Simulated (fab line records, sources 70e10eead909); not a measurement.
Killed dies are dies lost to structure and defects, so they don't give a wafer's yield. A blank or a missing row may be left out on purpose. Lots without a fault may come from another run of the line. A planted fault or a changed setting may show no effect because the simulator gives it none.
Chamber matching | flow nand_harc | NHARC_THIN_TSV_DESCUM_35 on rie_diel-07: 4 sister chambers
The step chemistry O2, time 3 s. 16 wafers are shown with their chamber, then 8 later ones without.

WAFERS WITH THEIR CHAMBER
wafer  | chamber | showerhead_plenum_p_Torr (Torr) | drypump_motor_current_A (A) | oes_product_au (a.u.)
L907.2 | 1       | 2.01                            | 5.64                        | 0.987
L907.3 | 0       | 1.81                            | 5.64                        | 1.005
L907.6 | 0       | 1.81                            | 5.64                        | 1.002
L911.1 | 2       | 1.88                            | 5.59                        | 0.992
L911.2 | 1       | 2.01                            | 5.64                        | 1.004
L911.5 | 1       | 2.01                            | 5.64                        | 0.993
L913.1 | 0       | 1.81                            | 5.62                        | 1.006
L913.2 | 3       | 1.80                            | 5.86                        | 0.986
L913.4 | 1       | 2.01                            | 5.64                        | 0.982
L917.2 | 3       | 1.80                            | 5.89                        | 0.992
L917.4 | 0       | 1.81                            | 5.60                        | 1.010
L917.5 | 2       | 1.87                            | 5.58                        | 0.993
L918.2 | 3       | 1.80                            | 5.92                        | 0.990
L918.5 | 0       | 1.81                            | 5.60                        | 1.030
L918.6 | 2       | 1.87                            | 5.58                        | 1.001
L919.1 | 1       | 2.01                            | 5.65                        | 0.988

SIGNATURES (means of the wafers above)
reading                  | chamber 0 | chamber 1 | chamber 2 | chamber 3 | scatter within a chamber
showerhead_plenum_p_Torr | 1.8100    | 2.0100    | 1.8733    | 1.8000    | 0.00236
drypump_motor_current_A  | 5.6200    | 5.6420    | 5.5833    | 5.8900    | 0.0172
oes_product_au           | 1.01060   | 0.99080   | 0.99533   | 0.98933   | 0.00841
Rule: a wafer's distance from a chamber is the root of the sum, over the readings, of the square of ((its reading less the chamber's mean) divided by the reading's scatter). The wafer belongs to the nearest chamber; if the next one is less than 2 further off, it can't be placed. The scatter: the root of (the sum of the squares of (reading less its chamber's mean) over the shown wafers, divided by (wafers less chambers)).

WAFERS WITHOUT THEIR CHAMBER
wafer  | showerhead_plenum_p_Torr (Torr) | drypump_motor_current_A (A) | oes_product_au (a.u.)
L919.2 | 1.81                            | 5.61                        | 0.990
L919.4 | 1.87                            | 5.61                        | 0.980
L920.3 | 1.87                            | 5.60                        | 0.998
L920.4 | 2.01                            | 5.63                        | 0.995
L920.5 | 1.81                            | 5.65                        | 1.008
L921.2 | 1.80                            | 5.90                        | 0.990
L921.4 | 2.01                            | 5.67                        | 0.994
L921.6 | 1.80                            | 5.91                        | 0.988

WHICH CHAMBER EACH WENT THROUGH
wafer  | from the rows above | in truth
L919.2 | 0                   | 0
L919.4 | 2                   | 2
L920.3 | 2                   | 2
L920.4 | 1                   | 1
L920.5 | 0                   | 0
L921.2 | 3                   | 3
L921.4 | 1                   | 1
L921.6 | 3                   | 3
Placed correctly: 8 of 8. Can't be placed from these rows: 0. Placed wrongly: 0.
